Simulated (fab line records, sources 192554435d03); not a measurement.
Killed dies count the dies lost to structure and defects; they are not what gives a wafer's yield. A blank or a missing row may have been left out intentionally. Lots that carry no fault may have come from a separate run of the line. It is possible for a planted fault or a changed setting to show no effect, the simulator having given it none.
Split-lot trial    flow n5Finfet    on a route of 1938 steps: 7 lots, 21 wafers read

## ON THE SPLIT
At N5_BEOL_M14_TRENCH_ETCH_34 (etches SiO2 in C4F8/O2/Ar, target depth 556.65 nm, time 126.9 s), the setting timeS was moved away from the recipe's 126.9 s on 9 of the 21 wafers read, by -21.6% to +16.9%. For the rest of the wafers, this setting stayed at what the recipe calls for.

## FROM THE SPLIT TO THE READING: what the file shows between them, 10 steps
- N5_BEOL_M14_STRIP_70: strips in C4F8/O2/Ar
- N5_BEOL_M14_OCD_MEAS_35
- N5_BEOL_M14_STRIP_37: strips in O2
- N5_BEOL_M14_ETCH_38: etches SiCN in CF4/N2, target depth 106.5 nm, time 120.6 s
- N5_BEOL_M14_ECD_47: material Cu, target thk 1248 nm
- N5_BEOL_M14_ANNEAL_48: time 90 s
- N5_BEOL_M14_CMP_49: polishes, stops on SiO2, t overpolish 5.2 s, target thk 560 nm
- N5_BEOL_M14_THK_MEAS_50: measures by xrf
- N5_BEOL_M14_PRE_CLEAN_52: time 15 s
- N5_BEOL_M14_DEP_53: deposits SiCN from 3MS/NH3, target thk 50 nm, time 17.8 s

## THE READING
M14_RS in ohm/sq, measured at N5_BEOL_M14_RS_MEAS_54 by four-point-probe. A value of 0.0333 ohm/sq with a standard deviation of 0.00067 ohm/sq is what fault-free wafers of this fab line usually give.

wafer   tool, chamber at the split  timeS as run, s  against the recipe  M14_RS, ohm/sq  against lot-mates on the recipe
L074.1  rieDiel-02, 0               126.9            recipe              0.0327          -
L074.5  rieDiel-02, 3               136.9            +7.9%               0.0306          -0.0025
L074.6  rieDiel-02, 2               126.9            recipe              0.0335          -
L075.1  rieDiel-02, 0               126.9            recipe              0.0331          -
L075.4  rieDiel-02, 0               126.9            recipe              0.0330          -
L075.5  rieDiel-02, 2               126.9            recipe              0.0336          -
L080.3  rieDiel-05, 0               126.9            recipe              0.0341          -
L080.4  rieDiel-05, 1               148.4            +16.9%              0.0278          -0.0063
L080.6  rieDiel-05, 3               148.4            +16.9%              0.0269          -0.0072
L085.2  rieDiel-05, 1               119.3            -6.0%               0.0357          +0.0037
L085.3  rieDiel-05, 3               119.3            -6.0%               0.0339          +0.0019
L085.6  rieDiel-05, 3               126.9            recipe              0.0320          -
L086.1  rieDiel-05, 0               126.9            recipe              0.0344          -
L086.2  rieDiel-05, 3               126.9            recipe              0.0321          -
L086.4  rieDiel-05, 1               113.8            -10.3%              0.0374          +0.0042
L088.2  rieDiel-05, 0               126.9            recipe              0.0347          -
L088.4  rieDiel-05, 3               126.9            recipe              0.0321          -
L088.5  rieDiel-05, 2               126.9            recipe              0.0335          -
L092.3  rieDiel-06, 2               99.54            -21.6%              0.0420          no lot-mate on the recipe
L092.4  rieDiel-06, 0               99.54            -21.6%              0.0424          no lot-mate on the recipe
L092.6  rieDiel-06, 0               99.54            -21.6%              0.0424          no lot-mate on the recipe

THE FIT
A straight line over all 21 wafers: M14_RS changes by -0.00039 ohm/sq for each +1% of timeS; r = -0.98; the points scatter about the line by 0.00087 ohm/sq.
The same after taking each lot's own level away (the mean of its wafers on the recipe; 18 wafers): -0.000401 ohm/sq for each +1%; r = -0.97; scatter 0.00076 ohm/sq.
The reading moves by 0.0086 ohm/sq for the largest change in timeS, on that fit.
The lots' own levels span 0.03200 to 0.03410 ohm/sq, that is 3.1 times the standard deviation above.
The two slopes are in agreement: the lot-to-lot level therefore moves the slope only a little.
Check: -0.00695 ohm/sq against its lot-mates is what the line predicts for one of the wafers moved furthest among these (+16.9%) when that wafer is left out of the fit. Against them it came out at -0.0063 ohm/sq.

## THE WHOLE CHAIN: every reading that the file lists as answering this split, in the file's order
step                        what it does                                                     reading                                                                       change (the file's fit)                r (the file's)
N5_BEOL_M14_TRENCH_ETCH_34  etches SiO2 in C4F8/O2/Ar, target depth 556.65 nm, time 126.9 s  etch.depthNm (the simulator's own value, which no gauge read)                 +6.98 nm for each +1% of the setting   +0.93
N5_BEOL_M14_OCD_MEAS_35                                                                      trenchDepthNm                                                                 +6.99 nm for each +1% of the setting   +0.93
N5_BEOL_M14_CMP_49          polishes, stops on SiO2, t overpolish 5.2 s, target thk 560 nm   Cu_of_BEOL_M14_ECD_47.thkNm (the simulator's own value, which no gauge read)  +7.05 nm for each +1% of the setting   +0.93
N5_BEOL_M14_THK_MEAS_50     measures by xrf                                                  M14_THK                                                                       +7.12 for each +1% of the setting      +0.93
N5_BEOL_M14_RS_MEAS_54      measures by four-point-probe                                     M14_RS                                                                        -0.000394 for each +1% of the setting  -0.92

## FILE'S OWN FIT
M14_RS changes by -0.000394 ohm/sq for each +1% of timeS, r = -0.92.
